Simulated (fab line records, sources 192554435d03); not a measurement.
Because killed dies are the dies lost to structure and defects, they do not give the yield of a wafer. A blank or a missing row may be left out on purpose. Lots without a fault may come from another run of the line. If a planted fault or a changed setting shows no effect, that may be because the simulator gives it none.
Split-lot trial :: flow n5Finfet :: route with 1938 steps; 7 lots, 39 wafers read

THE SPLIT
At N5_FIN_SAQP_HM_DEP_03 (deposits SiNx from SiH4/NH3/N2, target thk 38 nm, time 33.6 s), the setting targetThkA was moved away from the recipe's 380 angstrom on 15 of the 39 wafers read, by -43.3% to +57.8%. This setting was run at the recipe's value on the other wafers.

FROM THE SPLIT TO THE READING: what the file shows between them, 4 steps
- N5_FIN_SAQP_THK_MEAS_05
- N5_FIN_SAQP_PECVD_47: deposits a-Si from SiH4/He, target thk 45 nm, time 36.3 s
- N5_FIN_SAQP_PECVD_48: deposits SiNx from SiH4/NH3/N2, target thk 25 nm, time 22.1 s
- N5_FIN_SAQP_MANDREL2_REMOVE_60: chemistry HBr/Cl2/O2, target a-Si, stops on SiNx, bt time 10 s

THE READING
FIN_SAQP.cdNm (the simulator's own value, which no gauge read), in nm, at N5_FIN_SAQP_HM_OPEN_33 (chemistry CH3F/O2, target SiNx, target depth 49.4 nm, time 70.6 s). The file gives no usual value for it. Here, 24 wafers ran the recipe; their average is 8.2 nm with a standard deviation of 0.094 nm.

wafer: L077.1
tool, chamber at the split: pecvd-01, 1
targetThkA as run, angstrom: 501
against the recipe: +31.8%
FIN_SAQP.cdNm, nm: 8
against lot-mates on the recipe: -0.1

wafer: L077.2
tool, chamber at the split: pecvd-01, 2
targetThkA as run, angstrom: 380
against the recipe: recipe
FIN_SAQP.cdNm, nm: 8
against lot-mates on the recipe: -

wafer: L077.3
tool, chamber at the split: pecvd-01, 0
targetThkA as run, angstrom: 380
against the recipe: recipe
FIN_SAQP.cdNm, nm: 8.2
against lot-mates on the recipe: -

wafer: L077.4
tool, chamber at the split: pecvd-01, 0
targetThkA as run, angstrom: 501
against the recipe: +31.8%
FIN_SAQP.cdNm, nm: 8
against lot-mates on the recipe: -0.1

wafer: L077.5
tool, chamber at the split: pecvd-01, 1
targetThkA as run, angstrom: 380
against the recipe: recipe
FIN_SAQP.cdNm, nm: 8
against lot-mates on the recipe: -

wafer: L077.6
tool, chamber at the split: pecvd-01, 2
targetThkA as run, angstrom: 501
against the recipe: +31.8%
FIN_SAQP.cdNm, nm: 8
against lot-mates on the recipe: -0.1

wafer: L081.1
tool, chamber at the split: pecvd-02, 0
targetThkA as run, angstrom: 380
against the recipe: recipe
FIN_SAQP.cdNm, nm: 8.2
against lot-mates on the recipe: -

wafer: L081.2
tool, chamber at the split: pecvd-02, 1
targetThkA as run, angstrom: 599.8
against the recipe: +57.8%
FIN_SAQP.cdNm, nm: 7.8
against lot-mates on the recipe: -0.4

wafer: L081.3
tool, chamber at the split: pecvd-02, 2
targetThkA as run, angstrom: 380
against the recipe: recipe
FIN_SAQP.cdNm, nm: 8.2
against lot-mates on the recipe: -

wafer: L081.4
tool, chamber at the split: pecvd-02, 0
targetThkA as run, angstrom: 599.8
against the recipe: +57.8%
FIN_SAQP.cdNm, nm: 7.8
against lot-mates on the recipe: -0.4

wafer: L081.5
tool, chamber at the split: pecvd-02, 1
targetThkA as run, angstrom: 380
against the recipe: recipe
FIN_SAQP.cdNm, nm: 8.2
against lot-mates on the recipe: -

wafer: L081.6
tool, chamber at the split: pecvd-02, 2
targetThkA as run, angstrom: 599.8
against the recipe: +57.8%
FIN_SAQP.cdNm, nm: 7.8
against lot-mates on the recipe: -0.4

wafer: L088.1
tool, chamber at the split: pecvd-03, 1
targetThkA as run, angstrom: 380
against the recipe: recipe
FIN_SAQP.cdNm, nm: 8.2
against lot-mates on the recipe: -

wafer: L088.2
tool, chamber at the split: pecvd-03, 2
targetThkA as run, angstrom: 380
against the recipe: recipe
FIN_SAQP.cdNm, nm: 8.2
against lot-mates on the recipe: -

wafer: L088.3
tool, chamber at the split: pecvd-03, 0
targetThkA as run, angstrom: 380
against the recipe: recipe
FIN_SAQP.cdNm, nm: 8.2
against lot-mates on the recipe: -

wafer: L088.4
tool, chamber at the split: pecvd-03, 2
targetThkA as run, angstrom: 380
against the recipe: recipe
FIN_SAQP.cdNm, nm: 8.4
against lot-mates on the recipe: -

wafer: L088.5
tool, chamber at the split: pecvd-03, 0
targetThkA as run, angstrom: 380
against the recipe: recipe
FIN_SAQP.cdNm, nm: 8.2
against lot-mates on the recipe: -

wafer: L088.6
tool, chamber at the split: pecvd-03, 1
targetThkA as run, angstrom: 380
against the recipe: recipe
FIN_SAQP.cdNm, nm: 8.2
against lot-mates on the recipe: -

wafer: L090.1
tool, chamber at the split: pecvd-02, 2
targetThkA as run, angstrom: 380
against the recipe: recipe
FIN_SAQP.cdNm, nm: 8.2
against lot-mates on the recipe: -

wafer: L090.3
tool, chamber at the split: pecvd-02, 0
targetThkA as run, angstrom: 380
against the recipe: recipe
FIN_SAQP.cdNm, nm: 8.2
against lot-mates on the recipe: -

wafer: L090.6
tool, chamber at the split: pecvd-02, 1
targetThkA as run, angstrom: 380
against the recipe: recipe
FIN_SAQP.cdNm, nm: 8.2
against lot-mates on the recipe: -

wafer: L091.1
tool, chamber at the split: pecvd-01, 1,0
targetThkA as run, angstrom: 516.5
against the recipe: +35.9%
FIN_SAQP.cdNm, nm: 8
against lot-mates on the recipe: -0.2

wafer: L091.2
tool, chamber at the split: pecvd-01, 1,0
targetThkA as run, angstrom: 516.5
against the recipe: +35.9%
FIN_SAQP.cdNm, nm: 8
against lot-mates on the recipe: -0.2

wafer: L091.3
tool, chamber at the split: pecvd-01, 2
targetThkA as run, angstrom: 516.5
against the recipe: +35.9%
FIN_SAQP.cdNm, nm: 8
against lot-mates on the recipe: -0.2

wafer: L091.4
tool, chamber at the split: pecvd-01, 0
targetThkA as run, angstrom: 380
against the recipe: recipe
FIN_SAQP.cdNm, nm: 8.2
against lot-mates on the recipe: -

wafer: L091.5
tool, chamber at the split: pecvd-01, 2
targetThkA as run, angstrom: 380
against the recipe: recipe
FIN_SAQP.cdNm, nm: 8.2
against lot-mates on the recipe: -

wafer: L091.6
tool, chamber at the split: pecvd-01, 1
targetThkA as run, angstrom: 380
against the recipe: recipe
FIN_SAQP.cdNm, nm: 8.2
against lot-mates on the recipe: -

wafer: L094.1
tool, chamber at the split: pecvd-02, 1
targetThkA as run, angstrom: 380
against the recipe: recipe
FIN_SAQP.cdNm, nm: 8
against lot-mates on the recipe: -

wafer: L094.2
tool, chamber at the split: pecvd-02, 2
targetThkA as run, angstrom: 215.4
against the recipe: -43.3%
FIN_SAQP.cdNm, nm: 8.4
against lot-mates on the recipe: +0.3

wafer: L094.3
tool, chamber at the split: pecvd-02, 0
targetThkA as run, angstrom: 215.4
against the recipe: -43.3%
FIN_SAQP.cdNm, nm: 8.4
against lot-mates on the recipe: +0.3

wafer: L094.4
tool, chamber at the split: pecvd-02, 2
targetThkA as run, angstrom: 215.4
against the recipe: -43.3%
FIN_SAQP.cdNm, nm: 8.2
against lot-mates on the recipe: +0.1

wafer: L094.5
tool, chamber at the split: pecvd-02, 0
targetThkA as run, angstrom: 380
against the recipe: recipe
FIN_SAQP.cdNm, nm: 8.2
against lot-mates on the recipe: -

wafer: L094.6
tool, chamber at the split: pecvd-02, 1
targetThkA as run, angstrom: 380
against the recipe: recipe
FIN_SAQP.cdNm, nm: 8
against lot-mates on the recipe: -

wafer: L097.1
tool, chamber at the split: pecvd-02, 1
targetThkA as run, angstrom: 590
against the recipe: +55.3%
FIN_SAQP.cdNm, nm: 7.6
against lot-mates on the recipe: -0.5

wafer: L097.2
tool, chamber at the split: pecvd-02, 0
targetThkA as run, angstrom: 380
against the recipe: recipe
FIN_SAQP.cdNm, nm: 8.2
against lot-mates on the recipe: -

wafer: L097.3
tool, chamber at the split: pecvd-02, 2
targetThkA as run, angstrom: 380
against the recipe: recipe
FIN_SAQP.cdNm, nm: 8.2
against lot-mates on the recipe: -

wafer: L097.4
tool, chamber at the split: pecvd-02, 1
targetThkA as run, angstrom: 380
against the recipe: recipe
FIN_SAQP.cdNm, nm: 8
against lot-mates on the recipe: -

wafer: L097.5
tool, chamber at the split: pecvd-02, 0
targetThkA as run, angstrom: 590
against the recipe: +55.3%
FIN_SAQP.cdNm, nm: 7.8
against lot-mates on the recipe: -0.3

wafer: L097.6
tool, chamber at the split: pecvd-02, 2
targetThkA as run, angstrom: 590
against the recipe: +55.3%
FIN_SAQP.cdNm, nm: 7.6
against lot-mates on the recipe: -0.5
Where a row lists several chambers, the file gives one row for several wafers and doesn't say which wafer went through which chamber.

THE FIT
A straight line over all 39 wafers: FIN_SAQP.cdNm changes by -0.00618 nm for each +1% of targetThkA; r = -0.86; the points scatter about the line by 0.1 nm.
The same after taking each lot's own level away (the mean of its wafers on the recipe; 39 wafers): -0.00664 nm for each +1%; r = -0.91; scatter 0.085 nm.
The reading moves by 0.38 nm for the largest change in targetThkA, on that fit.
Across the lots, their own levels run from 8.07 to 8.23 nm, a range of 1.8 times the standard deviation given above.
The two slopes agree, so the slope changes little with the lot-to-lot level.
Check: -0.378 nm against its lot-mates is what the line predicts for one of the wafers moved furthest among these (+57.8%) when that wafer is left out of the fit. Against them it came out at -0.4 nm.

THE WHOLE CHAIN: every reading that the file lists as answering this split, in the file's order
step: N5_FIN_SAQP_HM_DEP_03
what it does: deposits SiNx from SiH4/NH3/N2, target thk 38 nm, time 33.6 s
reading: SiNx_of_FIN_SAQP_HM_DEP_03.thkNm (the simulator's own value, which no gauge read)
change (the file's fit): +0.383 nm for each +1% of the setting
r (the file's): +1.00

step: N5_FIN_SAQP_THK_MEAS_05
what it does: 
reading: thkNm
change (the file's fit): withheld for each +1% of the setting
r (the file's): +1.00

step: N5_FIN_SAQP_HM_OPEN_33
what it does: chemistry CH3F/O2, target SiNx, target depth 49.4 nm, time 70.6 s
reading: etchRfOnTimeS
change (the file's fit): withheld for each +1% of the setting
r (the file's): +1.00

step: N5_FIN_SAQP_HM_OPEN_33
what it does: chemistry CH3F/O2, target SiNx, target depth 49.4 nm, time 70.6 s
reading: etch.depthNm (the simulator's own value, which no gauge read)
change (the file's fit): +0.383 nm for each +1% of the setting
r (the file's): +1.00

step: N5_FIN_SAQP_HM_OPEN_33
what it does: chemistry CH3F/O2, target SiNx, target depth 49.4 nm, time 70.6 s
reading: FIN_SAQP.cdNm (the simulator's own value, which no gauge read)
change (the file's fit): -0.0066 nm for each +1% of the setting
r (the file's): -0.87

FILE'S OWN FIT
FIN_SAQP.cdNm changes by -0.0066 nm for each +1% of targetThkA, r = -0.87.
